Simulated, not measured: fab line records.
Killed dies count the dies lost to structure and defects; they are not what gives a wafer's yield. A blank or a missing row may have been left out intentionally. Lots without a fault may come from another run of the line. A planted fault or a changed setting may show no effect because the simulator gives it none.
fab line records	flow nand-harc
record: lots: 13	wafers: 39	last-day: 25
route steps=1159 shown P_GATE@175 END@1159
lots with no fault: from the same line, run without faults
start-h: the number of hours between the record's first day and the start of the first shown wafer of the lot	wait-h: how many hours have passed since the lot's step before this one	" repeats the value in the row above	L1.1+2: several wafers, shown together as one row	- either no value or no given start	* or withheld: withheld	< > ~ a bound
route shown NAME@n: a module of which the file shows steps, and the number in the route of the first	usual: mean/standard deviation taken from wafers without a fault	same: alike in all rows	chamber/n: place in a boat	sites: per-site readings	_std_site: how widely they spread, as a standard deviation	_edge_site: inner sites' mean taken away from outer sites' mean	radius-mm: how far each site lies from the wafer's centre	mask NAME#n: copy n	behind: the tool/chamber that last shaped the wafer	hold: what put the lot on hold/how long, in hours/how the hold closed	device: the transistor (n, p or np) that didn't switch	end of line: tests run on the same wafers once the route is complete	a step with no rows: only its recipe	killed: at the first sort, the dies lost to defects and structure; wafer yield is something else	map: a wafer's dies, x killed, . not, _ none there
set.NAME: setting as actually run; set.NAME@STEP: the setting as run at that earlier step	model.NAME: the simulator's own value behind a step, which no gauge read
one table for each step of the route and one row for each wafer, over a sample of lots
services: the hour from which a tool's chamber was out of use, counted from the record's first day as start-h (under 0 if before that day), plus the number of hours and why
== steps ==
step: NHARC_P_GATE_STRIP_75
recipe: power-w: 1500	temp-c: 250	chemistry: O2
usual: drypump-motor-current-A: 5.6/0.48	heater-power-w: 353/20
lot.wafer	tool	chamber	start-h	wait-h	drypump-motor-current-A	heater-power-w	rf-hours-counter-h
L911.2	plasma-asher-02	0	98.40	0.2	6.2	320	24
L911.4	"	1	"	"	5.9	369	-
L911.6	"	1	"	"	5.9	349	-
L912.4	plasma-asher-02	0	106.38	0.1	6.2	314	-
L912.5	"	1	"	"	5.8	358	-
L912.6	"	0	"	"	6.2	313	-
L914.3	plasma-asher-01	0	117.54	0.2	5.0	351	-
L914.6	"	0	"	"	4.9	349	-
L914.5	"	1	"	"	5.8	372	-
L915.3	plasma-asher-01	0	123.86	0.1	4.9	343	-
L915.6	"	1	"	"	5.8	383	-
L915.5	"	0	"	"	4.9	348	-
L916.1	plasma-asher-01	1	133.08	0.2	5.7	374	9
L916.2	"	0	"	"	5.0	348	9
L916.5	"	1	"	"	5.7	374	-
L919.4	plasma-asher-01	1	147.76	0.2	5.7	378	-
L919.3	"	0	"	"	4.9	340	-
L919.5	"	0	"	"	4.9	349	-
L918.1	plasma-asher-02	1	148.34	0.3	5.9	366	43
L918.4	"	1	"	"	5.9	355	-
L918.5	"	0	"	"	6.2	320	-
L922.2	plasma-asher-01	1	163.83	0.3	5.8	372	19
L922.1	"	0	"	"	4.9	354	19
L922.3	"	0	"	"	4.9	342	-
L921.2	plasma-asher-01	1	164.38	0.3	5.7	364	19
L921.1	"	0	"	"	4.9	354	19
L921.6	"	0	"	"	4.9	346	-
L925.1	plasma-asher-01	0	185.12	0.2	4.9	357	29
L925.3	"	0	"	"	4.9	352	-
L925.5	"	0	"	"	4.9	337	-
L926.1	plasma-asher-01	1	193.94	0.3	5.7	379	32
L926.4	"	1	"	"	5.8	378	-
L926.5	"	1	"	"	5.8	373	-
L933.3	plasma-asher-01	0	236.30	0.1	4.9	339	-
L933.5	"	1	"	"	5.8	379	-
L933.6	"	0	"	"	4.9	339	-
L934.1	plasma-asher-02	1	236.43	0.2	5.9	364	16
L934.6	"	1	"	"	5.8	353	-
L934.5	"	0	"	"	6.2	323	-
step: NHARC_P_GATE_EXPOSE_56
recipe: na: 0.6	target-cd-nm: 720	dose-mj: 14.81	mask-id: P_PSD
lot.wafer	tool	chamber	start-h	wait-h	mask
L911.2+4+6	krf-scanner-02	0	99.16	-	P_PSD#0
L912.4+5+6	krf-scanner-04	0	107.15	-	P_PSD#0
L914.3+5+6	krf-scanner-03	0	118.30	-	P_PSD#0
L915.3+5+6	krf-scanner-02	0	124.61	-	P_PSD#0
L916.1+2+5	krf-scanner-04	0	133.84	-	P_PSD#0
L919.3+4+5	krf-scanner-03	0	148.51	-	P_PSD#0
L918.1+4+5	krf-scanner-02	0	149.11	-	P_PSD#0
L922.1+2+3	krf-scanner-02	0	164.61	-	P_PSD#0
L921.1+2+6	krf-scanner-02	0	165.03	-	P_PSD#0
L925.1+3+5	krf-scanner-02	0	185.87	-	P_NSD#0
L926.1+4+5	krf-scanner-02	0	194.71	-	P_PSD#0
L933.3+5+6	krf-scanner-04	0	237.05	-	P_PSD#0
L934.1+5+6	krf-scanner-02	0	237.21	-	P_PSD#0
step: NHARC_P_GATE_CD_MEAS_59
recipe: target-cd-nm: 720	landing-energy-ev: 500
usual: cd-nm: 718.5/2.6
same: landing-energy-ev: 500
lot.wafer	tool	chamber	start-h	wait-h	cd-nm
L911.2	cd-sem-02	0	99.31	-	718.3
L911.4	"	0	"	"	716.4
L911.6	"	0	"	"	719.1
L912.4	cd-sem-01	0	107.30	-	722.0
L912.5	"	0	"	"	720.9
L912.6	"	0	"	"	720.6
L914.3	cd-sem-01	0	118.45	-	720.8
L914.5	"	0	"	"	717.7
L914.6	"	0	"	"	722.2
L915.3	cd-sem-03	0	124.76	-	717.9
L915.5	"	0	"	"	719.8
L915.6	"	0	"	"	714.8
L916.1	cd-sem-01	0	134.00	-	716.3
L916.2	"	0	"	"	717.7
L916.5	"	0	"	"	717.1
L919.3	cd-sem-01	0	148.66	-	714.8
L919.4	"	0	"	"	715.7
L919.5	"	0	"	"	715.8
L918.1	cd-sem-01	0	149.26	-	722.8
L918.4	"	0	"	"	714.2
L918.5	"	0	"	"	721.1
L922.1	cd-sem-02	0	164.76	-	715.4
L922.2	"	0	"	"	721.4
L922.3	"	0	"	"	723.1
L921.1	cd-sem-01	0	165.19	-	718.9
L921.2	"	0	"	"	721.2
L921.6	"	0	"	"	718.8
L925.1	cd-sem-02	0	186.03	-	-
L925.3	"	0	"	"	-
L925.5	"	0	"	"	-
L926.1	cd-sem-03	0	194.87	-	720.7
L926.4	"	0	"	"	719.4
L926.5	"	0	"	"	713.5
L933.3	cd-sem-03	0	237.20	-	720.9
L933.5	"	0	"	"	718.0
L933.6	"	0	"	"	716.3
L934.1	cd-sem-03	0	237.37	-	716.1
L934.5	"	0	"	"	715.6
L934.6	"	0	"	"	718.9
step: NHARC_P_GATE_RTA_64
recipe: temp-c: 1050	time-s: 1
usual: anneal-temp-c-max: 1055.1/2.5	lamp-power-pct: 36.9/0.96	lamp_zone_5_pct: 36.8/0.96	wafer_temp_C_max: 1054.4/1.7
lot.wafer	tool	chamber	start-h	wait-h	anneal-temp-c-max	lamp-power-pct	lamp_zone_5_pct	wafer_temp_C_max
L911.2	rtp-anneal-01	0	103.91	-	1059.8	37.9	38.0	1054.8
L911.4	"	0	"	"	1054.6	37.9	38.0	1055.0
L911.6	"	0	"	"	1055.3	37.9	37.9	1055.7
L912.4	rtp-anneal-02	0	110.95	-	1052.8	36.0	36.0	1052.8
L912.5	"	0	"	"	1053.8	36.0	36.0	1053.1
L912.6	"	0	"	"	1053.4	36.0	36.0	1052.7
L914.3	rtp-anneal-01	0	122.15	-	1055.6	37.8	37.9	1054.4
L914.5	"	0	"	"	1057.7	37.9	37.9	1057.0
L914.6	"	0	"	"	1058.4	37.9	37.8	1054.2
L915.3	rtp-anneal-01	0	128.33	-	1058.2	38.0	37.9	1055.1
L915.5	"	0	"	"	1059.6	37.9	37.8	1055.7
L915.6	"	0	"	"	1056.9	37.9	37.9	1055.0
L916.1	rtp-anneal-02	0	137.52	-	1053.1	35.9	36.0	1053.3
L916.2	"	0	"	"	1053.1	36.0	36.0	1053.1
L916.5	"	0	"	"	1053.1	36.0	36.0	1053.7
L919.3	rtp-anneal-01	0	152.35	-	1058.0	37.9	37.8	1055.6
L919.4	"	0	"	"	1055.4	37.9	37.9	1056.7
L919.5	"	0	"	"	1056.3	37.9	37.9	1056.5
L918.1	rtp-anneal-02	0	152.94	-	1054.1	36.0	36.0	1053.9
L918.4	"	0	"	"	1052.9	36.0	36.0	1053.4
L918.5	"	0	"	"	1054.0	36.0	35.9	1052.8
L922.1	rtp-anneal-02	0	168.55	-	1052.9	36.0	35.9	1053.0
L922.2	"	0	"	"	1052.6	36.0	35.9	1052.4
L922.3	"	0	"	"	1052.6	36.0	36.0	1053.2
L921.1	rtp-anneal-01	0	169.56	-	1058.7	37.9	37.8	1055.4
L921.2	"	0	"	"	1056.1	37.9	37.9	1055.6
L921.6	"	0	"	"	1057.9	37.9	37.9	1054.5
L925.1	rtp-anneal-02	0	189.58	-	1053.3	35.9	36.0	1052.9
L925.3	"	0	"	"	1052.0	35.9	35.9	1054.9
L925.5	"	0	"	"	1052.6	35.9	35.9	1053.6
L926.1	rtp-anneal-02	0	198.36	-	1053.8	35.9	36.0	1053.9
L926.4	"	0	"	"	1053.5	36.0	35.9	1052.5
L926.5	"	0	"	"	1053.3	35.9	35.9	1053.6
L933.3	rtp-anneal-02	0	240.78	-	1053.2	36.0	36.0	1052.2
L933.5	"	0	"	"	1052.8	36.0	35.9	1053.6
L933.6	"	0	"	"	1052.3	36.0	35.9	1052.7
L934.1	rtp-anneal-02	0	240.91	-	1052.1	36.0	36.0	1053.9
L934.5	"	0	"	"	1053.7	35.9	36.0	1053.9
L934.6	"	0	"	"	1053.6	36.0	36.0	1053.0
step: NHARC_P_GATE_DEGAS_109
recipe: temp-c: 300	time-s: 60
usual: heater-power-w: 475/44
lot.wafer	tool	chamber	start-h	wait-h	heater-power-w
L911.4	pvd-sputter-01	-	104.20	0.1	504
L911.2	"	-	"	"	489
L911.6	"	-	"	"	503
L912.4	pvd-sputter-02	-	111.17	0.1	446
L912.6	"	-	"	"	439
L912.5	"	-	"	"	401
L914.3	pvd-sputter-02	-	122.39	0.1	397
L914.6	"	-	"	"	393
L914.5	"	-	"	"	491
L915.3	pvd-sputter-03	-	128.58	0.1	522
L915.6	"	-	"	"	529
L915.5	"	-	"	"	485
L916.2	pvd-sputter-03	-	137.82	0.1	475
L916.1	"	-	"	"	522
L916.5	"	-	"	"	543
L919.3	pvd-sputter-03	-	152.59	0.1	561
L919.4	"	-	"	"	441
L919.5	"	-	"	"	543
L918.4	pvd-sputter-01	-	153.25	0.1	502
L918.1	"	-	"	"	497
L918.5	"	-	"	"	484
L922.1	pvd-sputter-01	-	168.86	0.1	522
L922.2	"	-	"	"	482
L922.3	"	-	"	"	488
L921.1	pvd-sputter-01	-	169.88	0.1	508
L921.2	"	-	"	"	472
L921.6	"	-	"	"	511
L925.3	pvd-sputter-02	-	189.89	0.1	427
L925.1	"	-	"	"	401
L925.5	"	-	"	"	448
L926.1	pvd-sputter-02	-	198.67	0.1	394
L926.4	"	-	"	"	487
L926.5	"	-	"	"	398
L933.3	pvd-sputter-02	-	241.03	0.1	442
L933.6	"	-	"	"	438
L933.5	"	-	"	"	404
L934.1	pvd-sputter-01	-	241.22	0.1	469
L934.6	"	-	"	"	504
L934.5	"	-	"	"	471
step: NHARC_END_SORT_01
recipe: temp-c: 25
usual: killed-at-array: 27/11	killed-at-other: 0.7/1.1	killed-at-periphery: 3.6/2.4	killed-dies: 32/11	killed-open: 3.3/1.8	killed-short: 2.1/1.5
same: gross-dies: 677
lot.wafer	tool	chamber	start-h	wait-h	killed-at-array	killed-at-other	killed-at-periphery	killed-dies	killed-open	killed-short
L925.1	prober-01	0	525.54	2.5	11	1	665	677	0	4
L925.3	prober-01	0	527.11	3.1	9	0	668	677	0	3
L925.5	prober-01	0	528.69	3.6	12	1	664	677	4	3
killed by level:class
L925.1 P_GATE:area-expose=664 A_CHANNEL_HOLE_D1:chamber-film-flake=4 A_CONTACT:chamber-film-flake=3 A_CONTACT:geometric-particle:short=2 A_WL_FILL:geometric-particle:short=1 A_M0:geometric-particle:short=1 P_M1:chamber-film-flake=1 THIN_TSV:chamber-film-flake=1
L925.3 P_GATE:area-expose=667 A_CHANNEL_HOLE_D1:chamber-film-flake=4 A_WL_FILL:chamber-film-flake=2 P_M1:geometric-particle:short=1 A_ONON_D1:geometric-particle:short=1 A_SGD_CUT:geometric-particle:short=1 A_CONTACT:chamber-film-flake=1
L925.5 P_GATE:area-expose=663 A_STAIRCASE:chamber-film-flake=2 A_WL_FILL:chamber-film-flake=2 A_CONTACT:chamber-film-flake=2 P_M1:geometric-particle:open=1 A_ONON_D1:geometric-particle:short=1 A_CHANNEL_FILL_D1:geometric-particle:short=1 A_WL_FILL:geometric-particle:open=1
== services ==
tool	chamber	start-h	hours	kind
krf-scanner-03	-	90.23	0.5	repair
plasma-asher-01	-	99.00	9.0	pm
plasma-asher-01	0	99.00	9.0	vent-cycle
plasma-asher-01	1	99.00	9.0	vent-cycle
pvd-sputter-03	-	102.00	10.0	pm
plasma-asher-01	0	108.00	-	clean
plasma-asher-01	1	108.00	-	clean
pvd-sputter-02	-	118.04	4.2	repair
krf-scanner-04	-	146.27	4.0	pm
krf-scanner-02	-	146.58	2.1	repair
plasma-asher-02	-	152.71	2.3	repair
pvd-sputter-02	-	152.93	3.7	repair
pvd-sputter-01	-	158.00	10.0	pm
pvd-sputter-02	-	162.59	11.5	repair
plasma-asher-02	-	163.33	7.7	repair
krf-scanner-03	-	168.00	4.0	pm
plasma-asher-02	-	183.00	9.0	pm
plasma-asher-02	0	183.00	9.0	vent-cycle
plasma-asher-02	1	183.00	9.0	vent-cycle
krf-scanner-03	-	188.82	7.6	repair
pvd-sputter-02	-	190.13	2.5	repair
krf-scanner-02	-	210.00	4.0	pm
pvd-sputter-01	-	212.95	16.6	repair
pvd-sputter-02	-	214.07	10.0	pm
== key ==
first-sign: step: NHARC_P_GATE_EXPOSE_56	reading: mask	direction: changed
effect: step: NHARC_P_GATE_CD_MEAS_59	reading: cd-nm	direction: missing
effect: step: NHARC_END_SORT_01	reading: killed-at-periphery	direction: up	sigmas: 99+	usual: 3.6	struck: 665.7
more-kills-born-at: NHARC_P_GATE_EXPOSE_56@krf-scanner-02: 1994
met-at NHARC_P_GATE_EXPOSE_56
struck-lots L925
later-rows-left-out L925.1,L925.3,L925.5
tester-left-out L925
not-acting-at NHARC_P_GATE_STRIP_75,NHARC_P_GATE_RTA_64,NHARC_P_GATE_DEGAS_109
onset-between 165.03 185.87
fault: kind: wrong-mask	tool: any	chamber: -	onset-h: 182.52	steps: NHARC_P_GATE_EXPOSE_56	aux-copy: P_NSD#0	scope: struck-lots-only
tester-left-out: of these lots the tester's yield and bins aren't shown, on N5 and GAA mostly nor the transistor test; their killed dies are dies lost to structure and defects alone, not to doping, threshold or leakage, so they don't give the yield
later-rows-left-out: the simulator's readings of these wafers behind a module that went badly wrong aren't trusted and aren't shown, but for the sort
